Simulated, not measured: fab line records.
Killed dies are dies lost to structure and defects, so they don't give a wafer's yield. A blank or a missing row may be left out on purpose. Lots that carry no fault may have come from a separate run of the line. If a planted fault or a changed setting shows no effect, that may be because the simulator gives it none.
fab line records ; flow n5_finfet
record lots=12; wafers=36; last_day=18
route steps=1938 shown BEOL_M10@1527 TV_LITHO@1884 PAD_METAL@1894 PASSIVATION@1908
lots with no fault: from the same line, run without faults
start_h: hours from the record's opening day to when the first of the lot's shown wafers began ; wait_h: time in hours since the lot's previous step ; " as in the row above ; L1.1+2: a single row standing in for several wafers ; - no value present, or no start provided ; * or withheld: withheld ; < > ~ a bound
route shown NAME@n: a module of which the file shows steps, and the number in the route of the first ; usual: mean/standard deviation of fault-free wafers ; same: alike in all rows ; chamber/n: place in a boat ; sites: per-site readings ; _std_site: standard deviation of those values ; _edge_site: inner sites' mean taken away from outer sites' mean ; radius_mm: for every site, how far away it sits from the centre of the wafer ; mask NAME#n: copy n ; behind: the last tool/chamber to shape the wafer ; hold: what put the lot on hold/how long, in hours/how the hold closed ; device: names the non-switching transistor (n, p or np) ; end of line: the same wafers' tests at the end of the route ; a step with no rows: only its recipe ; killed: dies that structure and defects cost at the first sort, which is not the same as the wafer's yield ; map: the dies of a wafer, with x for killed, . for not killed, _ for no die there
set.NAME: setting as actually run; set.NAME@STEP: the setting as run at that earlier step ; model.NAME: the simulator's own value behind a step, which no gauge read
one table for each step of the route and one row for each wafer, over a sample of lots
services: when a tool's chamber went out of use (start_h, in hours from the record's first day, below 0 if earlier), for how many hours, and the reason
## steps
# step N5_BEOL_M10_SPUTTER_48
# recipe material=Cu; target_thk_a=120; temp_c=-20; bias_v=60; power_w=26000; chamber_pressure_pa=0.13; time_s=2
# usual throttle_valve_pct=30.7/0.68
lot.wafer;tool;chamber;start_h;wait_h;throttle_valve_pct
L834.2;pvd_sputter-02;-;268.79;0.1;31.2
L834.3;pvd_sputter-02;-;268.79;0.1;30.0
L834.5;pvd_sputter-02;-;268.79;0.1;30.1
L833.1;pvd_sputter-02;-;268.92;0.1;30.8
L833.4;pvd_sputter-02;-;268.92;0.1;30.2
L833.5;pvd_sputter-02;-;268.92;0.1;31.0
L836.1;pvd_sputter-02;-;285.32;0.1;30.4
L836.4;pvd_sputter-02;-;285.32;0.1;29.9
L836.6;pvd_sputter-02;-;285.32;0.1;30.8
L835.1;pvd_sputter-01;-;291.69;0.1;31.0
L835.4;pvd_sputter-01;-;291.69;0.1;30.2
L835.5;pvd_sputter-01;-;291.69;0.1;31.1
L841.1;pvd_sputter-02;-;310.02;0.4;30.0
L841.4;pvd_sputter-02;-;310.02;0.4;29.9
L841.6;pvd_sputter-02;-;310.02;0.4;30.2
L840.1;pvd_sputter-02;-;316.34;0.1;29.5
L840.5;pvd_sputter-02;-;316.34;0.1;30.0
L840.6;pvd_sputter-02;-;316.34;0.1;30.0
L847.3;pvd_sputter-01;-;333.41;0.1;31.7
L847.4;pvd_sputter-01;-;333.41;0.1;30.2
L847.6;pvd_sputter-01;-;333.41;0.1;30.3
L845.4;pvd_sputter-01;-;336.32;0.1;30.4
L845.5;pvd_sputter-01;-;336.32;0.1;31.5
L845.6;pvd_sputter-01;-;336.32;0.1;30.7
L846.1;pvd_sputter-01;-;348.89;0.3;31.9
L846.4;pvd_sputter-01;-;348.89;0.3;30.2
L846.6;pvd_sputter-01;-;348.89;0.3;30.8
L848.1;pvd_sputter-01;-;360.08;0.1;31.7
L848.5;pvd_sputter-01;-;360.08;0.1;30.7
L848.6;pvd_sputter-01;-;360.08;0.1;30.3
L851.2;pvd_sputter-01;-;360.84;0.2;31.3
L851.3;pvd_sputter-01;-;360.84;0.2;31.3
L851.4;pvd_sputter-01;-;360.84;0.2;30.9
L854.2;pvd_sputter-03;-;397.08;0.1;30.3
L854.4;pvd_sputter-03;-;397.08;0.1;30.1
L854.6;pvd_sputter-03;-;397.08;0.1;30.1
# step N5_PASSIVATION_OVL_MEAS_60
# recipe points_per_wafer=44
# usual TV_OVL=0/6.6
lot.wafer;tool;chamber;start_h;wait_h;TV_OVL[nm]
L833.1;overlay-02;0;317.41;0.0;-4
L833.4;overlay-02;0;317.41;0.0;-10
L833.5;overlay-02;0;317.41;0.0;-3
L834.2;overlay-01;0;317.58;0.0;0
L834.3;overlay-01;0;317.58;0.0;4
L834.5;overlay-01;0;317.58;0.0;6
L836.1;overlay-02;0;331.19;0.0;-3
L836.4;overlay-02;0;331.19;0.0;4
L836.6;overlay-02;0;331.19;0.0;2
L835.1;overlay-01;0;336.36;0.0;-1
L835.4;overlay-01;0;336.36;0.0;-10
L835.5;overlay-01;0;336.36;0.0;0
L841.1;overlay-01;0;350.82;0.0;2
L841.4;overlay-01;0;350.82;0.0;7
L841.6;overlay-01;0;350.82;0.0;9
L840.1;overlay-02;0;355.82;0.0;10
L840.5;overlay-02;0;355.82;0.0;4
L840.6;overlay-02;0;355.82;0.0;0
L847.3;overlay-01;0;373.98;0.0;-4
L847.4;overlay-01;0;373.98;0.0;4
L847.6;overlay-01;0;373.98;0.0;0
L845.4;overlay-01;0;375.83;0.0;7
L845.5;overlay-01;0;375.83;0.0;3
L845.6;overlay-01;0;375.83;0.0;1
L846.1;overlay-01;0;390.58;0.0;3
L846.4;overlay-01;0;390.58;0.0;4
L846.6;overlay-01;0;390.58;0.0;7
L848.1;overlay-01;0;403.42;0.0;7
L848.5;overlay-01;0;403.42;0.0;7
L848.6;overlay-01;0;403.42;0.0;9
L851.2;overlay-02;0;406.39;0.0;1
L851.3;overlay-02;0;406.39;0.0;6
L851.4;overlay-02;0;406.39;0.0;2
L854.2;overlay-02;0;435.10;0.0;-16
L854.4;overlay-02;0;435.10;0.0;-13
L854.6;overlay-02;0;435.10;0.0;-11
# step N5_PASSIVATION_PRE_CLEAN_19
# recipe gas=H2/He; time_s=*; temp_c=*
# usual heater_power_w=461/27
lot.wafer;tool;chamber;start_h;wait_h;heater_power_w
L833.1;pvd_sputter-03;-;318.34;0.0;449
L833.4;pvd_sputter-03;-;318.34;0.0;444
L833.5;pvd_sputter-03;-;318.34;0.0;483
L834.2;pvd_sputter-02;-;318.52;0.0;438
L834.3;pvd_sputter-02;-;318.52;0.0;475
L834.5;pvd_sputter-02;-;318.52;0.0;486
L836.1;pvd_sputter-01;-;332.67;0.0;417
L836.4;pvd_sputter-01;-;332.67;0.0;464
L836.6;pvd_sputter-01;-;332.67;0.0;479
L835.1;pvd_sputter-02;-;337.31;0.0;462
L835.4;pvd_sputter-02;-;337.31;0.0;446
L835.5;pvd_sputter-02;-;337.31;0.0;477
L841.1;pvd_sputter-03;-;351.81;0.0;449
L841.4;pvd_sputter-03;-;351.81;0.0;485
L841.6;pvd_sputter-03;-;351.81;0.0;454
L840.1;pvd_sputter-03;-;356.89;0.0;419
L840.5;pvd_sputter-03;-;356.89;0.0;415
L840.6;pvd_sputter-03;-;356.89;0.0;463
L847.3;pvd_sputter-03;-;374.70;0.0;422
L847.4;pvd_sputter-03;-;374.70;0.0;457
L847.6;pvd_sputter-03;-;374.70;0.0;411
L845.4;pvd_sputter-01;-;376.63;0.0;467
L845.5;pvd_sputter-01;-;376.63;0.0;440
L845.6;pvd_sputter-01;-;376.63;0.0;475
L846.1;pvd_sputter-01;-;391.98;0.0;480
L846.4;pvd_sputter-01;-;391.98;0.0;446
L846.6;pvd_sputter-01;-;391.98;0.0;415
L848.1;pvd_sputter-03;-;404.33;0.0;449
L848.5;pvd_sputter-03;-;404.33;0.0;448
L848.6;pvd_sputter-03;-;404.33;0.0;423
L851.2;pvd_sputter-01;-;407.20;0.0;414
L851.3;pvd_sputter-01;-;407.20;0.0;473
L851.4;pvd_sputter-01;-;407.20;0.0;493
L854.2;pvd_sputter-02;-;436.41;0.0;495
L854.4;pvd_sputter-02;-;436.41;0.0;491
L854.6;pvd_sputter-02;-;436.41;0.0;496
# step N5_PASSIVATION_DESCUM_32
# recipe chemistry=O2; time_s=7.9; source_power_w=50; bias_power_w=20; pressure_mtorr=20; rf_frequency_hz=2.712e+07; temp_c=40; o2_flow_sccm=225
# usual drypump_motor_current_A=5.6/0.51; o2_flow_sccm=225.0/0.7; oes_product_au=0.83/0.076; rf_vpp_V=243.8/1.6; showerhead_plenum_p_Torr=2.13/0.078; throttle_valve_pct=20.37/0.13
lot.wafer;tool;chamber;start_h;wait_h;drypump_motor_current_A;o2_flow_sccm;oes_product_au;rf_hours_counter_h;rf_vpp_V;showerhead_plenum_p_Torr;throttle_valve_pct
L833.1;rie_diel-01;3;319.14;0.1;6.3;225.8;0.82;77;242.1;2.04;20.54
L833.4;rie_diel-01;0;319.14;0.1;5.7;226.4;0.77;137;243.6;2.10;20.40
L833.5;rie_diel-01;1;319.14;0.1;5.1;224.7;0.83;-;244.3;2.21;20.41
L834.2;rie_diel-04;1;319.47;0.3;5.0;224.7;0.83;65;244.5;2.21;20.16
L834.3;rie_diel-04;3;319.47;0.3;6.1;224.5;0.89;46;246.4;2.21;20.40
L834.5;rie_diel-04;1;319.47;0.3;5.0;225.3;0.83;-;244.6;2.21;20.17
L836.1;rie_diel-01;2;333.81;0.4;5.3;224.9;0.84;73;244.7;2.21;20.36
L836.4;rie_diel-01;3;333.81;0.4;6.3;225.4;0.82;81;242.6;2.04;20.56
L836.6;rie_diel-01;1;333.81;0.4;5.1;225.2;0.83;-;244.6;2.20;20.42
L835.1;rie_diel-01;3;338.39;0.4;6.3;224.4;0.81;84;242.6;2.04;20.57
L835.4;rie_diel-01;1;338.39;0.4;5.1;224.5;0.81;90;245.6;2.20;20.42
L835.5;rie_diel-01;1;338.39;0.4;5.1;223.7;0.81;-;244.7;2.20;20.43
L841.1;rie_diel-03;0;352.51;0.0;5.5;225.2;0.85;64;241.2;2.03;20.14
L841.4;rie_diel-03;1;352.51;0.0;6.5;224.9;0.79;126;244.4;2.19;20.42
L841.6;rie_diel-03;3;352.51;0.0;4.8;225.8;1.04;-;245.0;2.15;20.38
L840.1;rie_diel-04;2;358.27;0.7;6.1;225.6;0.74;160;242.1;2.10;20.35
L840.5;rie_diel-04;1;358.27;0.7;5.0;225.2;0.81;-;246.5;2.21;20.19
L840.6;rie_diel-04;0;358.27;0.7;5.3;224.7;0.81;-;241.8;2.02;20.40
L847.3;rie_diel-04;0;375.40;0.0;5.3;225.2;0.80;112;242.1;2.02;20.42
L847.4;rie_diel-04;2;375.40;0.0;6.1;224.1;0.75;164;244.5;2.09;20.37
L847.6;rie_diel-04;3;375.40;0.0;6.0;223.7;0.86;-;245.5;2.20;20.42
L845.4;rie_diel-03;1;377.51;0.1;6.5;224.1;0.79;133;243.1;2.18;20.44
L845.5;rie_diel-03;0;377.51;0.1;5.5;224.9;0.85;-;242.1;2.03;20.16
L845.6;rie_diel-03;3;377.51;0.1;4.8;225.9;0.98;-;244.2;2.14;20.41
L846.1;rie_diel-03;2;392.68;0.0;5.3;224.9;0.94;23;245.3;2.22;20.22
L846.4;rie_diel-03;0;392.68;0.0;5.5;225.2;0.85;75;243.2;2.02;20.17
L846.6;rie_diel-03;2;392.68;0.0;5.3;225.5;0.94;-;246.7;2.22;20.22
L848.1;rie_diel-04;0;405.03;0.0;5.3;225.9;0.78;121;241.6;2.01;20.40
L848.5;rie_diel-04;1;405.03;0.0;5.0;226.1;0.79;-;247.2;2.20;20.22
L848.6;rie_diel-04;0;405.03;0.0;5.3;225.3;0.79;-;240.8;2.01;20.43
L851.2;rie_diel-04;1;408.33;0.2;5.1;224.9;0.79;94;244.8;2.20;20.20
L851.3;rie_diel-04;2;408.33;0.2;6.1;225.6;0.73;175;245.3;2.09;20.40
L851.4;rie_diel-04;0;408.33;0.2;5.3;225.1;0.78;122;241.5;2.01;20.41
L854.2;rie_diel-03;1;437.31;0.2;6.5;225.6;0.77;152;242.6;2.18;20.50
L854.4;rie_diel-03;3;437.31;0.2;4.9;223.7;0.94;27;242.9;2.13;20.41
L854.6;rie_diel-03;0;437.31;0.2;5.5;225.5;0.83;-;240.8;2.02;20.19
# step N5_PASSIVATION_PROBE_49
# usual defect_limited_yield=91.1/1.5; killed_at_M0_to_M3=36/11; killed_at_M4_up=14/5.6; killed_at_contacts=11/5.6; killed_at_front_end=40/12; killed_at_other=4/3.2; killed_dies=105/17; killed_on_rim=14/3.4; killed_open=69/12; killed_short=34/8.4; sort_bin_5_function=5.2/0.95; sort_bin_6_memory=3.3/0.63; sort_n_pass=1075/17; sort_yield_pct=91.1/1.5
# same gross_dies=1180; killed_at_back_side=0; sort_bin_4_leakage[%]=0; sort_bin_8_speed[%]=0
lot.wafer;tool;chamber;start_h;wait_h;defect_limited_yield[%];killed_at_M0_to_M3;killed_at_M4_up;killed_at_contacts;killed_at_front_end;killed_at_other;killed_dies;killed_on_rim;killed_open;killed_short;sort_bin_5_function[%];sort_bin_6_memory[%];sort_n_pass;sort_yield_pct[%]
L834.2;prober-02;-;324.46;0.1;92.6;34;7;12;29;5;87;11;55;31;4.4;2.7;1093;92.6
L834.3;prober-02;-;324.51;0.1;90.4;25;19;21;38;10;113;19;70;36;5.3;3.7;1067;90.4
L834.5;prober-02;-;324.61;0.2;92.5;23;10;19;26;11;89;14;49;39;5.0;2.2;1091;92.5
L836.1;prober-01;-;339.11;0.0;89.9;21;48;10;39;1;119;25;46;31;6.1;2.3;1061;89.9
L836.4;prober-01;-;339.26;0.2;88.5;32;54;2;46;2;136;29;52;38;5.8;3.4;1044;88.5
L836.6;prober-01;-;339.36;0.3;85.1;20;113;5;35;3;176;26;53;17;8.9;2.7;1004;85.1
L835.1;prober-01;-;345.18;0.0;92.1;25;13;13;39;3;93;13;62;31;4.6;3.1;1087;92.1
L835.4;prober-01;-;345.33;0.2;93.8;24;9;7;30;3;73;10;46;26;4.2;1.8;1107;93.8
L835.5;prober-01;-;345.38;0.2;93.5;32;11;9;21;4;77;10;49;27;3.6;2.5;1103;93.5
L841.1;prober-02;-;357.41;0.0;89.7;33;53;3;31;1;121;28;50;25;5.8;2.5;1059;89.7
L841.4;prober-02;-;357.56;0.2;79.7;28;165;9;32;6;240;12;53;28;11.9;4.4;940;79.7
L841.6;prober-02;-;357.66;0.3;87.5;34;57;16;39;1;147;31;67;30;7.3;3.4;1033;87.5
L840.1;prober-02;-;363.07;0.0;76.7;44;176;12;38;5;275;19;87;29;14.5;5.1;905;76.7
L840.5;prober-02;-;363.27;0.2;88.6;32;69;7;21;5;134;29;60;25;7.0;2.6;1046;88.6
L840.6;prober-02;-;363.32;0.3;84.2;49;71;10;54;2;186;32;92;42;9.2;4.7;994;84.2
L847.3;prober-02;-;380.28;0.1;93.2;26;11;8;28;7;80;11;56;19;4.0;2.1;1100;93.2
L847.4;prober-02;-;380.33;0.2;93.1;22;12;8;34;6;82;12;49;29;3.9;2.7;1098;93.1
L847.6;prober-02;-;380.43;0.3;93.1;35;5;9;31;2;82;10;47;33;3.9;2.9;1098;93.1
# killed by level:class
L834.2 STI_FIN_REVEAL:geometric_particle:open=12 BEOL_M0_SAQP:geometric_particle:short=12 MOL_CONTACT_COAG:geometric_particle:open=10 BEOL_M2:geometric_particle:open=10 BEOL_M0_SAQP:geometric_particle:open=8 STARTING-WAFER:geometric_particle:short=6 BEOL_M8:geometric_particle:open=3 STARTING-WAFER:geometric_particle:open=3
L834.3 MOL_CONTACT_COAG:geometric_particle:open=19 BEOL_M0_SAQP:geometric_particle:short=7 BEOL_M5:geometric_particle:open=7 BEOL_M0_SAQP:geometric_particle:open=6 STI_FIN_REVEAL:geometric_particle:open=5 FIN_SAQP:geometric_particle:open=4 BEOL_M2:geometric_particle:open=4 STARTING-WAFER:geometric_particle:short=4
L834.5 MOL_CONTACT_COAG:geometric_particle:open=13 BEOL_M0_SAQP:geometric_particle:short=9 FIN_SAQP:geometric_particle:short=8 MOL_CONTACT_COAG:geometric_particle:short=6 BEOL_M2:geometric_particle:open=6 GATE_CUT:geometric_particle:short=5 BEOL_M0_SAQP:geometric_particle:open=5 BEOL_M4:geometric_particle:open=4
L836.1 BEOL_M10:unspecified=42 FIN_SAQP:geometric_particle:short=14 BEOL_M2:geometric_particle:open=11 MOL_CONTACT_COAG:geometric_particle:open=10 GATE_CUT:geometric_particle:short=7 FIN_SAQP:geometric_particle:open=5 BEOL_M0_SAQP:geometric_particle:short=4 STARTING-WAFER:geometric_particle:open=4
L836.4 BEOL_M10:unspecified=46 BEOL_M2:geometric_particle:open=14 FIN_SAQP:geometric_particle:open=10 FIN_SAQP:geometric_particle:short=10 STI_FIN_REVEAL:geometric_particle:open=6 BEOL_M2:geometric_particle:short=5 DUMMY_GATE:geometric_particle:open=4 GATE_CUT:geometric_particle:short=4
L836.6 BEOL_M10:unspecified=106 STI_FIN_REVEAL:geometric_particle:open=7 BEOL_M2:geometric_particle:open=7 FIN_SAQP:geometric_particle:open=6 GATE_CUT:geometric_particle:short=5 MOL_CONTACT_COAG:geometric_particle:open=5 BEOL_M1:geometric_particle:open=5 FIN_SAQP:geometric_particle:short=3
L835.1 FIN_SAQP:geometric_particle:short=13 MOL_CONTACT_COAG:geometric_particle:open=12 BEOL_M0_SAQP:geometric_particle:open=8 STARTING-WAFER:geometric_particle:open=6 FIN_SAQP:geometric_particle:open=5 BEOL_M3:geometric_particle:open=5 BEOL_M2:geometric_particle:open=5 BEOL_M4:geometric_particle:open=5
L835.4 FIN_SAQP:geometric_particle:open=9 STI_FIN_REVEAL:geometric_particle:open=7 MOL_CONTACT_COAG:geometric_particle:open=7 BEOL_M0_SAQP:geometric_particle:short=5 FIN_SAQP:geometric_particle:short=4 GATE_CUT:geometric_particle:short=4 BEOL_M0_SAQP:geometric_particle:open=4 BEOL_M1:geometric_particle:open=4
L835.5 BEOL_M2:geometric_particle:open=10 MOL_CONTACT_COAG:geometric_particle:open=9 BEOL_M0_SAQP:geometric_particle:open=8 BEOL_M0_SAQP:geometric_particle:short=7 BEOL_M4:geometric_particle:open=6 FIN_SAQP:geometric_particle:short=4 FIN_SAQP:geometric_particle:open=3 BEOL_M3:geometric_particle:open=3
L841.1 BEOL_M10:unspecified=43 BEOL_M0_SAQP:geometric_particle:open=10 FIN_SAQP:geometric_particle:open=7 BEOL_M0_SAQP:geometric_particle:short=7 FIN_SAQP:geometric_particle:short=6 BEOL_M2:geometric_particle:open=5 BEOL_M3:geometric_particle:open=5 STI_FIN_REVEAL:geometric_particle:open=4
L841.4 BEOL_M10:unspecified=153 BEOL_M0_SAQP:geometric_particle:short=8 BEOL_M3:geometric_particle:open=8 DUMMY_GATE:geometric_particle:open=7 FIN_SAQP:geometric_particle:open=6 MOL_CONTACT_COAG:geometric_particle:open=6 BEOL_M0_SAQP:geometric_particle:open=4 BEOL_M4:geometric_particle:open=4
L841.6 BEOL_M10:unspecified=50 FIN_SAQP:geometric_particle:short=14 MOL_CONTACT_COAG:geometric_particle:open=14 BEOL_M1:geometric_particle:open=9 STI_FIN_REVEAL:geometric_particle:open=8 FIN_SAQP:geometric_particle:open=7 BEOL_M0_SAQP:geometric_particle:open=7 BEOL_M3:geometric_particle:open=7
L840.1 BEOL_M10:unspecified=157 BEOL_M0_SAQP:geometric_particle:open=12 MOL_CONTACT_COAG:geometric_particle:open=11 FIN_SAQP:geometric_particle:open=10 STI_FIN_REVEAL:geometric_particle:open=10 BEOL_M4:geometric_particle:open=9 BEOL_M0_SAQP:geometric_particle:short=8 BEOL_M1:geometric_particle:open=7
L840.5 BEOL_M10:unspecified=48 BEOL_M4:geometric_particle:open=12 BEOL_M2:geometric_particle:open=8 MOL_CONTACT_COAG:geometric_particle:open=7 BEOL_M0_SAQP:geometric_particle:short=7 BEOL_M0_SAQP:geometric_particle:open=7 BEOL_M1:geometric_particle:open=6 FIN_SAQP:geometric_particle:open=5
L840.6 BEOL_M10:unspecified=51 STI_FIN_REVEAL:geometric_particle:open=23 BEOL_M0_SAQP:geometric_particle:short=13 FIN_SAQP:geometric_particle:open=12 BEOL_M4:geometric_particle:open=9 MOL_CONTACT_COAG:geometric_particle:open=8 BEOL_M0_SAQP:geometric_particle:open=8 BEOL_M3:geometric_particle:open=6
L847.3 STI_FIN_REVEAL:geometric_particle:open=12 MOL_CONTACT_COAG:geometric_particle:open=6 BEOL_M3:geometric_particle:open=6 DUMMY_GATE:geometric_particle:open=4 BEOL_M0_SAQP:geometric_particle:short=4 BEOL_M1:geometric_particle:open=4 BEOL_M2:geometric_particle:open=4 BEOL_M6:geometric_particle:open=4
L847.4 FIN_SAQP:geometric_particle:open=9 MOL_CONTACT_COAG:geometric_particle:open=7 BEOL_M0_SAQP:geometric_particle:short=6 BEOL_M0_SAQP:geometric_particle:open=5 STARTING-WAFER:geometric_particle:short=5 FIN_SAQP:geometric_particle:short=4 BEOL_M1:geometric_particle:open=4 BEOL_M4:geometric_particle:open=4
L847.6 BEOL_M0_SAQP:geometric_particle:short=12 BEOL_M0_SAQP:geometric_particle:open=9 MOL_CONTACT_COAG:geometric_particle:open=8 FIN_SAQP:geometric_particle:open=6 DUMMY_GATE:geometric_particle:open=6 BEOL_M3:geometric_particle:open=5 GATE_CUT:geometric_particle:short=4 BEOL_M2:geometric_particle:open=4
## services
tool;chamber;start_h;hours;kind
rie_diel-01;0;264.71;3.7;repair
rie_diel-04;1;294.03;23.1;repair
pvd_sputter-02;-;295.39;5.2;repair
rie_diel-03;2;313.71;-;clean
rie_diel-03;2;313.71;-;consumable_replace:focus_ring
rie_diel-03;2;313.71;-;consumable_replace:showerhead
rie_diel-03;2;313.71;17.9;scheduled_down
rie_diel-03;2;313.71;17.9;vent_cycle
rie_diel-03;3;331.61;-;clean
rie_diel-03;3;331.61;-;consumable_replace:focus_ring
rie_diel-03;3;331.61;20.4;scheduled_down
rie_diel-03;3;331.61;20.4;vent_cycle
rie_diel-03;-;353.27;4.3;pm
pvd_sputter-02;-;366.81;8.6;repair
pvd_sputter-02;-;396.80;1.1;repair
## key
first_sign step=N5_PASSIVATION_PROBE_49; reading=killed_at_M4_up; direction=up; sigmas=13; usual=14; struck=90
effect step=N5_PASSIVATION_PROBE_49; reading=defect_limited_yield; direction=down; sigmas=3.8; usual=91.1; struck=85.6
more_kills_born_at N5_BEOL_M10_SPUTTER_48@pvd_sputter-02=696
met_at N5_BEOL_M10_SPUTTER_48
struck_lots L836,L840,L841
not_acting_at N5_PASSIVATION_OVL_MEAS_60,N5_PASSIVATION_PRE_CLEAN_19,N5_PASSIVATION_DESCUM_32
onset_between 268.92 285.32
fault kind=chamber_particle_source; tool=pvd_sputter-02; chamber=-; onset_h=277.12; steps=N5_BEOL_M10_SPUTTER_48; rate_per_visit_cm2=1.9227; end_h=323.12
